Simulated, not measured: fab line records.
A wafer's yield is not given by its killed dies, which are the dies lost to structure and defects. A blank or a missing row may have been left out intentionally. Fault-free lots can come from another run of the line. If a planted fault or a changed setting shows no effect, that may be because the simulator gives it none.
fab line records	flow n5-finfet
[record] lots = 24	wafers = 72	last-day = 17
route steps=1938 shown HKMG_FIN@444 GATE_CUT@488 MOL_CONTACT_COAG@543
lots with no fault: from the same line, run without faults
start-h: start of the lot's first displayed wafer, in hours after the record's first day	wait-h: hours from the lot's prior step to this one	" repeats the value in the row above	L1.1+2: one row covering several wafers at once	- no value, or no start given	* or withheld: withheld	< > ~ a bound
route shown NAME@n: names a module that has steps shown in the file, with the first one's number in the route	usual: mean/standard deviation taken from wafers without a fault	same: alike in all rows	chamber/n: place in a boat	sites: readings site by site	_std_site: the values' standard deviation	_edge_site: the outer-site mean with the inner-site mean subtracted	radius-mm: for every site, how far away it sits from the centre of the wafer	mask NAME#n: copy n	behind: tool/chamber where the wafer was last shaped	hold: what put the lot on hold/how long, in hours/how the hold closed	device: which transistor (n, p or np) failed to switch	end of line: at the end of the route, the tests of the same wafers	step lacking rows: just its recipe	killed: count of dies lost to structure and defects at first sort (not the wafer's yield)	map: per-die view of a wafer (x killed, . not killed, _ where there is no die)
set.NAME: the run value of the setting; set.NAME@STEP: its run value at that earlier step	model.NAME: the simulator's own value behind a step, which no gauge read
steps of the route over a sample of lots; a table a step, a row a wafer
services: the hour from which a tool's chamber was out of use, counted from the record's first day as start-h (under 0 if before that day), plus the number of hours and why
[[steps]]
[step N5_HKMG_FIN_ETCH_86]
[recipe] chemistry = N2/H2	target = SOC	target-depth-a = 3932	stop-on = TiN	ion-energy-ev = 100	bias-w = 61	pressure-mtorr = 30	source-w = 850	n2-flow-sccm = 200	h2-flow-sccm = 200
[usual] drypump-motor-current-A = 5.6/0.42	oes-product-au = 0.81/0.092	rf-vpp-V = 241.0/1.4	showerhead-plenum-p-Torr = 2.57/0.088	throttle-valve-pct = 17.9/0.31
lot.wafer	tool	chamber	start-h	wait-h	drypump-motor-current-A	oes-product-au	rf-hours-counter-h	rf-vpp-V	showerhead-plenum-p-Torr	throttle-valve-pct
L074.1	rie-diel-04	3	76.56	-	5.4	0.86	47	240.5	2.59	17.9
L074.5	"	3	"	"	5.4	0.86	-	241.2	2.59	17.8
L074.6	"	2	"	"	5.6	0.70	-	242.1	2.62	18.5
L075.1	rie-diel-04	2	82.29	-	5.7	0.70	238	243.8	2.62	18.5
L075.2	"	3	"	"	5.4	0.85	51	242.4	2.59	17.9
L075.4	"	3	"	"	5.4	0.85	-	241.6	2.59	17.8
L076.4	rie-diel-01	2	93.48	-	5.6	0.66	249	238.3	2.39	17.7
L076.5	"	0	"	"	5.9	0.69	-	242.3	2.61	18.0
L076.6	"	3	"	"	6.2	0.85	-	240.7	2.69	18.2
L077.1	rie-diel-04	3	93.71	-	5.4	0.84	56	241.1	2.59	17.9
L077.2	"	2	"	"	5.7	0.70	243	241.3	2.62	18.5
L077.6	"	1	"	"	4.7	0.71	-	240.5	2.51	17.9
L078.1	rie-diel-02	1	101.82	-	5.4	0.67	243	241.4	2.49	17.8
L078.4	"	3	"	"	4.9	0.76	132	242.1	2.55	17.9
L078.6	"	2	"	"	5.0	0.74	-	239.6	2.44	18.1
L079.4	rie-diel-04	0	107.20	-	5.5	0.96	6	242.1	2.60	17.8
L079.5	"	3	"	"	5.4	0.83	-	240.8	2.58	17.9
L079.6	"	0	"	"	5.5	0.95	-	241.7	2.60	17.8
L080.1	rie-diel-04	3	114.17	-	5.4	0.83	63	242.2	2.58	17.9
L080.3	"	0	"	"	5.5	0.95	9	240.8	2.60	17.8
L080.4	"	3	"	"	5.4	0.83	-	242.9	2.58	17.9
L081.2	rie-diel-02	3	119.33	-	4.9	0.76	138	240.2	2.55	17.9
L081.4	"	2	"	"	5.0	0.73	157	237.6	2.44	18.1
L081.6	"	2	"	"	5.0	0.73	-	239.1	2.44	18.1
L082.2	rie-diel-01	1	123.75	-	6.1	0.78	94	239.1	2.46	18.0
L082.3	"	3	"	"	6.2	0.84	75	242.7	2.68	18.2
L082.6	"	0	"	"	5.9	0.67	-	240.7	2.61	18.0
L083.1	rie-diel-02	0	129.95	-	5.6	0.76	160	239.2	2.53	18.0
L083.2	"	3	"	"	4.9	0.75	143	240.8	2.55	17.9
L083.6	"	0	"	"	5.6	0.76	-	241.0	2.53	18.0
L084.1	rie-diel-04	3	138.43	-	5.4	0.82	72	240.5	2.58	17.9
L084.2	"	1	"	"	4.7	0.69	218	241.6	2.50	17.9
L084.4	"	0	"	"	5.5	0.92	19	242.9	2.60	17.9
L085.1	rie-diel-01	3	143.37	-	6.3	0.82	83	243.3	2.68	18.2
L085.2	"	2	"	"	5.6	0.94	12	242.6	2.71	17.3
L085.4	"	3	"	"	6.2	0.82	-	243.2	2.68	18.2
L086.1	rie-diel-01	2	147.45	-	5.6	0.93	15	243.9	2.71	17.3
L086.3	"	3	"	"	6.2	0.82	86	241.4	2.68	18.2
L086.4	"	1	"	"	6.1	0.78	-	241.6	2.45	18.0
L087.3	rie-diel-01	3	154.21	-	6.2	0.81	88	243.6	2.68	18.2
L087.5	"	2	"	"	5.6	0.92	-	243.1	2.70	17.3
L087.6	"	3	"	"	6.2	0.82	-	241.9	2.68	18.2
L088.1	rie-diel-04	0	160.77	-	5.5	0.89	29	240.5	2.59	17.9
L088.2	"	1	"	"	4.7	0.69	226	239.3	2.50	17.9
L088.3	"	3	"	"	5.4	0.81	83	240.9	2.57	17.9
L089.1	rie-diel-01	2	170.39	-	5.6	0.92	23	244.4	2.70	17.3
L089.4	"	3	"	"	6.2	0.82	94	242.4	2.68	18.2
L089.6	"	2	"	"	5.6	0.91	-	244.0	2.70	17.3
L090.1	rie-diel-01	0	171.96	-	5.9	0.97	8	241.5	2.60	17.5
L090.2	"	2	"	"	5.6	0.91	23	241.9	2.70	17.3
L090.5	"	0	"	"	5.9	0.97	-	241.4	2.60	17.5
L091.3	rie-diel-04	2	180.95	-	5.6	0.90	19	240.3	2.61	18.2
L091.4	"	0	"	"	5.5	0.88	35	240.8	2.59	17.9
L091.6	"	3	"	"	5.4	0.80	-	240.0	2.57	17.9
L092.1	rie-diel-02	3	182.44	-	4.9	0.74	162	240.9	2.54	17.9
L092.3	"	2	"	"	5.0	0.71	181	240.1	2.43	18.1
L092.6	"	2	"	"	5.0	0.71	-	238.6	2.43	18.1
L093.1	rie-diel-01	3	189.27	-	6.2	0.80	101	242.3	2.67	18.3
L093.4	"	0	"	"	5.9	0.95	14	241.3	2.60	17.5
L093.6	"	1	"	"	6.1	0.76	-	238.1	2.45	18.0
L094.1	rie-diel-01	0	196.24	-	5.9	0.94	17	240.7	2.60	17.6
L094.2	"	2	"	"	5.6	0.88	33	242.7	2.70	17.3
L094.3	"	1	"	"	6.1	0.75	123	238.4	2.45	18.0
L095.2	rie-diel-01	1	205.85	-	6.1	0.76	126	239.5	2.44	18.0
L095.3	"	2	"	"	5.6	0.89	36	242.2	2.70	17.3
L095.6	"	2	"	"	5.6	0.89	-	242.5	2.70	17.3
L096.1	rie-diel-02	1	212.64	-	5.3	0.88	26	240.3	2.48	17.5
L096.3	"	3	"	"	4.9	0.73	172	240.7	2.54	17.9
L096.5	"	2	"	"	5.0	0.71	-	237.9	2.42	18.1
L097.3	rie-diel-02	3	216.54	-	4.9	0.73	173	241.7	2.53	17.9
L097.4	"	0	"	"	5.6	0.74	188	240.5	2.51	18.0
L097.6	"	2	"	"	5.0	0.71	-	239.2	2.42	18.2
[step N5_HKMG_FIN_ALD_21]
[recipe] material = TiN	target-thk-a = 15	temp-c = 400	ald-precursor-family = TiCl4	ald-co-reactant = NH3	pulse-time-s = 1	purge-time-s = 3	co-reactant-purge-time-s = 2	co-reactant-pulse-time-s = 2	ald-cycles = 68	pressure-torr = 3
[usual] heater-power-w = 869/84	precursor-pulse-height-rel = 1.002/0.02
lot.wafer	tool	chamber	start-h	wait-h	heater-power-w	precursor-pulse-height-rel
L074.1	ald-metal-03	2	78.60	0.3	903	1.044
L074.5	"	2	"	"	923	1.008
L074.6	"	0	"	"	881	1.009
L075.1	ald-metal-02	1	84.24	0.3	798	1.002
L075.2	"	2	"	"	869	1.003
L075.4	"	3	"	"	947	1.004
L076.4	ald-metal-03	0	95.41	0.1	864	0.963
L076.5	"	0	"	"	874	1.002
L076.6	"	3	"	"	797	0.970
L077.1	ald-metal-04	3	95.63	0.3	967	1.023
L077.2	"	0	"	"	993	0.996
L077.6	"	0	"	"	985	1.004
L078.1	ald-metal-02	3	103.64	0.3	973	0.998
L078.4	"	0	"	"	865	1.041
L078.6	"	2	"	"	853	0.992
L079.4	ald-metal-03	0	109.03	0.1	862	0.994
L079.5	"	2	"	"	892	0.999
L079.6	"	1	"	"	770	0.989
L080.1	ald-metal-04	1	116.01	0.3	1039	0.987
L080.3	"	2	"	"	765	1.001
L080.4	"	0	"	"	1006	0.993
L081.2	ald-metal-04	0	121.15	0.3	1014	1.015
L081.4	"	1	"	"	1025	1.013
L081.6	"	0	"	"	1020	1.012
L082.2	ald-metal-03	1	125.56	0.3	790	0.969
L082.3	"	0	"	"	874	1.026
L082.6	"	1	"	"	768	1.001
L083.1	ald-metal-04	2	131.77	0.3	749	0.979
L083.2	"	3	"	"	969	0.964
L083.6	"	2	"	"	769	1.024
L084.1	ald-metal-02	2	140.27	0.3	871	1.030
L084.2	"	3	"	"	955	1.008
L084.4	"	1	"	"	793	0.987
L085.1	ald-metal-02	3	145.33	0.3	963	1.031
L085.2	"	2	"	"	867	0.990
L085.4	"	1	"	"	809	1.015
L086.1	ald-metal-04	2	149.39	0.3	762	1.001
L086.3	"	1	"	"	1017	0.991
L086.4	"	1	"	"	1033	1.032
L087.3	ald-metal-03	1	156.07	0.1	772	0.985
L087.5	"	3	"	"	795	0.992
L087.6	"	2	"	"	918	1.023
L088.1	ald-metal-02	1	162.59	0.3	807	1.041
L088.2	"	2	"	"	860	1.007
L088.3	"	3	"	"	944	0.995
L089.1	ald-metal-03	0	172.20	0.3	886	0.971
L089.4	"	2	"	"	924	1.016
L089.6	"	2	"	"	896	0.971
L090.1	ald-metal-03	3	173.77	0.3	757	0.982
L090.2	"	1	"	"	793	1.039
L090.5	"	0	"	"	859	1.005
L091.3	ald-metal-03	3	183.10	0.1	762	1.003
L091.4	"	2	"	"	889	1.003
L091.6	"	1	"	"	791	0.987
L092.1	ald-metal-04	3	184.25	0.3	943	1.017
L092.3	"	2	"	"	775	0.952
L092.6	"	3	"	"	956	0.984
L093.1	ald-metal-03	3	191.08	0.3	770	1.012
L093.4	"	1	"	"	767	1.039
L093.6	"	2	"	"	907	1.049
L094.1	ald-metal-02	3	198.06	0.3	972	0.971
L094.2	"	2	"	"	850	0.972
L094.3	"	1	"	"	793	0.988
L095.2	ald-metal-03	1	207.66	0.3	767	1.008
L095.3	"	3	"	"	774	1.020
L095.6	"	2	"	"	928	0.976
L096.1	ald-metal-02	3	214.46	0.3	976	1.002
L096.3	"	0	"	"	853	0.977
L096.5	"	0	"	"	861	0.996
L097.3	ald-metal-03	1	218.37	0.1	756	1.005
L097.4	"	3	"	"	805	1.024
L097.6	"	0	"	"	884	1.033
[step N5_GATE_CUT_OVL_MEAS_14]
[recipe] points-per-wafer = 522
[usual] GATE_CUT_OVL = 0.2/0.77
lot.wafer	tool	chamber	start-h	wait-h	GATE_CUT_OVL[nm]
L074.1	overlay-01	0	83.62	0.0	0.2
L074.5	"	0	"	"	0.7
L074.6	"	0	"	"	0.0
L075.1	overlay-02	0	89.21	0.0	1.5
L075.2	"	0	"	"	1.6
L075.4	"	0	"	"	1.2
L076.4	overlay-02	0	100.59	0.0	0.7
L076.5	"	0	"	"	1.8
L076.6	"	0	"	"	1.5
L077.1	overlay-02	0	100.67	0.0	0.8
L077.2	"	0	"	"	0.1
L077.6	"	0	"	"	0.1
L078.1	overlay-01	0	108.83	0.0	0.8
L078.4	"	0	"	"	0.1
L078.6	"	0	"	"	0.6
L079.4	overlay-01	0	114.41	0.0	0.7
L079.5	"	0	"	"	1.9
L079.6	"	0	"	"	0.7
L080.1	overlay-01	0	120.95	0.0	1.3
L080.3	"	0	"	"	1.0
L080.4	"	0	"	"	0.6
L081.2	overlay-02	0	126.02	0.0	-0.1
L081.4	"	0	"	"	-0.5
L081.6	"	0	"	"	-1.0
L082.2	overlay-01	0	130.88	0.0	0.9
L082.3	"	0	"	"	0.4
L082.6	"	0	"	"	0.4
L083.1	overlay-02	0	136.97	0.0	-1.1
L083.2	"	0	"	"	-1.1
L083.6	"	0	"	"	-0.7
L084.1	overlay-02	0	145.12	0.0	1.5
L084.2	"	0	"	"	0.1
L084.4	"	0	"	"	0.6
L085.1	overlay-01	0	150.65	0.0	-0.4
L085.2	"	0	"	"	0.3
L085.4	"	0	"	"	0.7
L086.1	overlay-02	0	154.61	0.0	0.7
L086.3	"	0	"	"	-0.3
L086.4	"	0	"	"	0.5
L087.3	overlay-01	0	160.95	0.0	0.3
L087.5	"	0	"	"	0.6
L087.6	"	0	"	"	0.4
L088.1	overlay-02	0	167.60	0.0	0.6
L088.2	"	0	"	"	-0.5
L088.3	"	0	"	"	-0.8
L089.1	overlay-01	0	177.30	0.0	0.3
L089.4	"	0	"	"	0.1
L089.6	"	0	"	"	-0.5
L090.1	overlay-02	0	185.61	0.0	-0.7
L090.2	"	0	"	"	-0.2
L090.5	"	0	"	"	-0.3
L091.3	overlay-01	0	188.42	0.0	-0.5
L091.4	"	0	"	"	-0.3
L091.6	"	0	"	"	-0.3
L092.1	overlay-01	0	191.42	0.0	-1.0
L092.3	"	0	"	"	0.1
L092.6	"	0	"	"	-0.2
L093.1	overlay-02	0	197.50	0.0	0.5
L093.4	"	0	"	"	-0.3
L093.6	"	0	"	"	0.1
L094.1	overlay-01	0	203.13	0.0	0.5
L094.2	"	0	"	"	-0.4
L094.3	"	0	"	"	0.9
L095.2	overlay-01	0	212.82	0.0	-1.0
L095.3	"	0	"	"	-0.9
L095.6	"	0	"	"	-0.7
L096.1	overlay-01	0	219.46	0.0	-0.3
L096.3	"	0	"	"	-0.2
L096.5	"	0	"	"	0.0
L097.3	overlay-02	0	223.53	0.0	0.2
L097.4	"	0	"	"	-0.5
L097.6	"	0	"	"	-0.6
[step N5_GATE_CUT_VAPOR_ETCH_51]
[recipe] chemistry = BCl3/Cl2	target = HfO2	mode = isotropic
[usual] drypump-motor-current-A = 6.0/0.45	oes-product-au = 0.79/0.093
lot.wafer	tool	chamber	start-h	wait-h	drypump-motor-current-A	oes-product-au
L074.1	rie-metal-01	1	84.35	0.0	5.6	0.84
L074.5	"	1	"	"	5.6	0.84
L074.6	"	0	"	"	6.0	0.66
L075.1	rie-metal-01	1	89.93	0.0	5.6	0.84
L075.2	"	0	"	"	6.1	0.67
L075.4	"	0	"	"	6.0	0.66
L076.4	rie-metal-02	1	101.39	0.0	6.5	0.83
L076.5	"	0	"	"	6.6	0.85
L076.6	"	1	"	"	6.5	0.83
L077.1	rie-metal-03	0	101.48	0.0	6.2	0.79
L077.2	"	1	"	"	5.2	0.58
L077.6	"	1	"	"	5.3	0.57
L078.1	rie-metal-01	0	109.55	0.0	6.0	0.66
L078.4	"	1	"	"	5.6	0.84
L078.6	"	1	"	"	5.6	0.84
L079.4	rie-metal-02	0	115.12	0.0	6.6	0.83
L079.5	"	1	"	"	6.5	0.82
L079.6	"	0	"	"	6.6	0.84
L080.1	rie-metal-03	1	121.88	0.0	5.3	0.57
L080.3	"	0	"	"	6.2	0.80
L080.4	"	1	"	"	5.3	0.58
L081.2	rie-metal-02	1	127.24	0.1	6.5	0.82
L081.4	"	1	"	"	6.5	0.82
L081.6	"	1	"	"	6.5	0.82
L082.2	rie-metal-01	1	131.61	0.0	5.6	0.83
L082.3	"	1	"	"	5.6	0.83
L082.6	"	0	"	"	6.0	0.66
L083.1	rie-metal-03	0	137.94	0.1	6.2	0.78
L083.2	"	0	"	"	6.2	0.78
L083.6	"	0	"	"	6.2	0.79
L084.1	rie-metal-02	1	145.87	0.0	6.5	0.82
L084.2	"	0	"	"	6.7	0.82
L084.4	"	0	"	"	6.6	0.83
L085.1	rie-metal-03	0	151.38	0.0	6.2	0.78
L085.2	"	1	"	"	5.3	0.98
L085.4	"	1	"	"	5.3	0.98
L086.1	rie-metal-01	1	155.58	0.1	5.6	0.82
L086.3	"	1	"	"	5.6	0.81
L086.4	"	1	"	"	5.6	0.82
L087.3	rie-metal-03	1	161.68	0.0	5.3	0.96
L087.5	"	0	"	"	6.2	0.77
L087.6	"	1	"	"	5.3	0.96
L088.1	rie-metal-02	1	168.39	0.0	6.5	0.81
L088.2	"	0	"	"	6.6	0.82
L088.3	"	0	"	"	6.6	0.82
L089.1	rie-metal-03	0	178.03	0.0	6.2	0.77
L089.4	"	1	"	"	5.3	0.96
L089.6	"	1	"	"	5.3	0.96
L090.1	rie-metal-01	0	186.76	0.0	6.1	0.66
L090.2	"	1	"	"	5.6	0.81
L090.5	"	0	"	"	6.0	0.65
L091.3	rie-metal-03	0	189.14	0.0	6.2	0.77
L091.4	"	1	"	"	5.3	0.94
L091.6	"	1	"	"	5.3	0.95
L092.1	rie-metal-03	1	192.17	0.0	5.3	0.95
L092.3	"	0	"	"	6.2	0.77
L092.6	"	0	"	"	6.2	0.77
L093.1	rie-metal-01	1	198.23	0.0	5.6	0.81
L093.4	"	1	"	"	5.5	0.81
L093.6	"	1	"	"	5.6	0.80
L094.1	rie-metal-01	1	203.85	0.0	5.6	0.80
L094.2	"	0	"	"	6.1	0.65
L094.3	"	0	"	"	6.0	0.65
L095.2	rie-metal-02	1	213.54	0.0	6.5	0.79
L095.3	"	1	"	"	6.5	0.79
L095.6	"	0	"	"	6.6	0.80
L096.1	rie-metal-01	0	220.26	0.0	6.0	0.66
L096.3	"	1	"	"	5.5	0.80
L096.5	"	0	"	"	6.0	0.65
L097.3	rie-metal-01	1	224.26	0.0	5.6	0.80
L097.4	"	0	"	"	6.1	0.65
L097.6	"	0	"	"	6.1	0.65
[step N5_MOL_CONTACT_COAG_TI_SIL_19]
[recipe] material = Ti	target-thk-a = 42	temp-c = 200	chamber-pressure-pa = 5	power-w = 5000	time-s = 15
[usual] throttle-valve-pct = 29.5/0.8
lot.wafer	tool	chamber	start-h	wait-h	throttle-valve-pct
L074.1	pvd-sputter-02	-	89.11	0.2	29.8
L074.5	"	-	"	"	29.6
L074.6	"	-	"	"	29.6
L075.1	pvd-sputter-01	-	94.22	0.2	27.9
L075.2	"	-	"	"	31.3
L075.4	"	-	"	"	29.0
L076.4	pvd-sputter-03	-	105.60	0.1	30.2
L076.5	"	-	"	"	30.2
L076.6	"	-	"	"	29.1
L077.1	pvd-sputter-03	-	105.70	0.3	28.8
L077.2	"	-	"	"	30.6
L077.6	"	-	"	"	29.3
L078.1	pvd-sputter-03	-	113.78	0.2	30.4
L078.4	"	-	"	"	29.1
L078.6	"	-	"	"	29.2
L079.4	pvd-sputter-01	-	120.76	1.5	29.0
L079.5	"	-	"	"	28.7
L079.6	"	-	"	"	29.4
L080.1	pvd-sputter-03	-	126.26	0.2	30.3
L080.3	"	-	"	"	29.6
L080.4	"	-	"	"	29.3
L081.2	pvd-sputter-02	-	131.61	0.2	28.9
L081.4	"	-	"	"	29.4
L081.6	"	-	"	"	29.8
L082.2	pvd-sputter-02	-	136.40	0.2	29.8
L082.3	"	-	"	"	29.8
L082.6	"	-	"	"	29.3
L083.1	pvd-sputter-01	-	142.26	0.2	29.6
L083.2	"	-	"	"	31.5
L083.6	"	-	"	"	28.0
L084.1	pvd-sputter-03	-	150.15	0.2	29.2
L084.2	"	-	"	"	29.4
L084.4	"	-	"	"	30.3
L085.1	pvd-sputter-02	-	155.77	0.2	29.8
L085.2	"	-	"	"	28.9
L085.4	"	-	"	"	28.8
L086.1	pvd-sputter-01	-	160.02	0.2	28.7
L086.3	"	-	"	"	31.7
L086.4	"	-	"	"	27.9
L087.3	pvd-sputter-03	-	167.79	1.9	30.2
L087.5	"	-	"	"	29.1
L087.6	"	-	"	"	29.5
L088.1	pvd-sputter-03	-	173.05	0.6	29.5
L088.2	"	-	"	"	29.5
L088.3	"	-	"	"	30.4
L089.1	pvd-sputter-01	-	182.06	0.2	29.4
L089.4	"	-	"	"	28.3
L089.6	"	-	"	"	29.3
L090.1	pvd-sputter-03	-	194.61	0.2	30.3
L090.2	"	-	"	"	29.3
L090.5	"	-	"	"	29.3
L091.3	pvd-sputter-02	-	198.92	1.9	29.6
L091.4	"	-	"	"	29.3
L091.6	"	-	"	"	29.6
L092.1	pvd-sputter-03	-	199.70	0.8	29.2
L092.3	"	-	"	"	29.7
L092.6	"	-	"	"	29.5
L093.1	pvd-sputter-03	-	202.74	0.5	29.4
L093.4	"	-	"	"	29.7
L093.6	"	-	"	"	30.4
L094.1	pvd-sputter-03	-	208.30	0.2	29.0
L094.2	"	-	"	"	30.3
L094.3	"	-	"	"	29.4
L095.2	pvd-sputter-03	-	218.52	0.2	29.1
L095.3	"	-	"	"	29.4
L095.6	"	-	"	"	29.6
L096.1	pvd-sputter-02	-	225.05	0.2	28.8
L096.3	"	-	"	"	29.7
L096.5	"	-	"	"	28.9
L097.3	pvd-sputter-01	-	228.27	0.1	29.5
L097.4	"	-	"	"	31.6
L097.6	"	-	"	"	31.8
[step N5_MOL_CONTACT_COAG_SPUTTER_143]
[recipe] material = Co	target-thk-a = 25	temp-c = 25	chamber-pressure-pa = 0.2
[usual] throttle-valve-pct = 29.5/0.83
lot.wafer	tool	chamber	start-h	wait-h	throttle-valve-pct
L074.1	pvd-sputter-01	-	91.06	0.0	29.4
L074.5	"	-	"	"	29.3
L074.6	"	-	"	"	31.4
L075.1	pvd-sputter-01	-	95.10	0.0	29.2
L075.2	"	-	"	"	29.6
L075.4	"	-	"	"	31.7
L076.4	pvd-sputter-02	-	107.14	0.0	29.3
L076.5	"	-	"	"	29.7
L076.6	"	-	"	"	29.4
L077.1	pvd-sputter-03	-	107.32	0.0	29.3
L077.2	"	-	"	"	29.3
L077.6	"	-	"	"	29.5
L078.1	pvd-sputter-03	-	115.40	0.0	28.8
L078.4	"	-	"	"	29.6
L078.6	"	-	"	"	29.2
L079.4	pvd-sputter-03	-	122.07	0.0	29.3
L079.5	"	-	"	"	30.2
L079.6	"	-	"	"	29.3
L080.1	pvd-sputter-02	-	127.31	0.0	29.4
L080.3	"	-	"	"	29.7
L080.4	"	-	"	"	29.2
L081.2	pvd-sputter-01	-	133.01	0.0	31.5
L081.4	"	-	"	"	28.2
L081.6	"	-	"	"	29.3
L082.2	pvd-sputter-02	-	138.06	0.0	29.7
L082.3	"	-	"	"	29.3
L082.6	"	-	"	"	29.4
L083.1	pvd-sputter-03	-	144.49	0.0	29.3
L083.2	"	-	"	"	29.5
L083.6	"	-	"	"	29.5
L084.1	pvd-sputter-01	-	151.07	0.0	31.7
L084.2	"	-	"	"	28.1
L084.4	"	-	"	"	29.5
L085.1	pvd-sputter-03	-	158.67	0.0	30.3
L085.2	"	-	"	"	29.5
L085.4	"	-	"	"	29.3
L086.1	pvd-sputter-02	-	163.15	0.0	29.2
L086.3	"	-	"	"	29.4
L086.4	"	-	"	"	28.9
L087.3	pvd-sputter-01	-	171.31	0.0	29.6
L087.5	"	-	"	"	28.9
L087.6	"	-	"	"	27.8
L088.1	pvd-sputter-03	-	174.39	0.0	29.7
L088.2	"	-	"	"	30.3
L088.3	"	-	"	"	29.1
L089.1	pvd-sputter-02	-	184.92	0.0	29.9
L089.4	"	-	"	"	29.0
L089.6	"	-	"	"	29.3
L090.1	pvd-sputter-01	-	196.27	0.0	29.5
L090.2	"	-	"	"	31.5
L090.5	"	-	"	"	29.4
L091.3	pvd-sputter-02	-	201.08	0.0	30.1
L091.4	"	-	"	"	29.0
L091.6	"	-	"	"	29.7
L092.1	pvd-sputter-02	-	201.24	0.0	29.8
L092.3	"	-	"	"	29.6
L092.6	"	-	"	"	29.4
L093.1	pvd-sputter-01	-	204.53	0.0	28.3
L093.4	"	-	"	"	28.8
L093.6	"	-	"	"	29.4
L094.1	pvd-sputter-01	-	209.89	0.0	31.5
L094.2	"	-	"	"	29.5
L094.3	"	-	"	"	28.1
L095.2	pvd-sputter-02	-	219.97	0.0	29.4
L095.3	"	-	"	"	29.9
L095.6	"	-	"	"	29.8
L096.1	pvd-sputter-01	-	226.93	0.0	27.9
L096.3	"	-	"	"	31.6
L096.5	"	-	"	"	28.8
L097.3	pvd-sputter-03	-	229.45	0.0	30.2
L097.4	"	-	"	"	29.1
L097.6	"	-	"	"	29.2
[[services]]
tool	chamber	start-h	hours	kind
ald-metal-04	-	57.57	1.4	repair
rie-metal-01	-	57.75	0.4	repair
rie-diel-02	1	60.43	7.0	repair
rie-diel-01	1	63.32	3.7	repair
ald-metal-03	1	73.77	9.1	repair
rie-metal-02	1	89.67	8.2	repair
rie-diel-01	2	95.82	-	clean
rie-diel-01	2	95.82	-	consumable-replace:focus-ring
rie-diel-01	2	95.82	-	consumable-replace:showerhead
rie-diel-01	2	95.82	15.9	scheduled-down
rie-diel-01	2	95.82	15.9	vent-cycle
pvd-sputter-03	-	104.26	1.1	repair
rie-diel-01	1	105.60	1.4	repair
rie-diel-04	1	120.61	9.8	repair
rie-metal-02	0	123.42	13.7	repair
ald-metal-04	0	124.71	31.1	repair
rie-metal-02	-	128.87	2.8	pm
rie-metal-02	-	132.12	2.2	repair
rie-metal-01	0	139.66	5.8	repair
rie-metal-01	0	145.57	27.8	repair
rie-metal-01	-	151.98	1.0	repair
rie-diel-02	0	180.49	4.4	repair
ald-metal-03	0	184.81	18.2	repair
rie-diel-02	-	220.78	2.3	repair
[[key]]
fault none
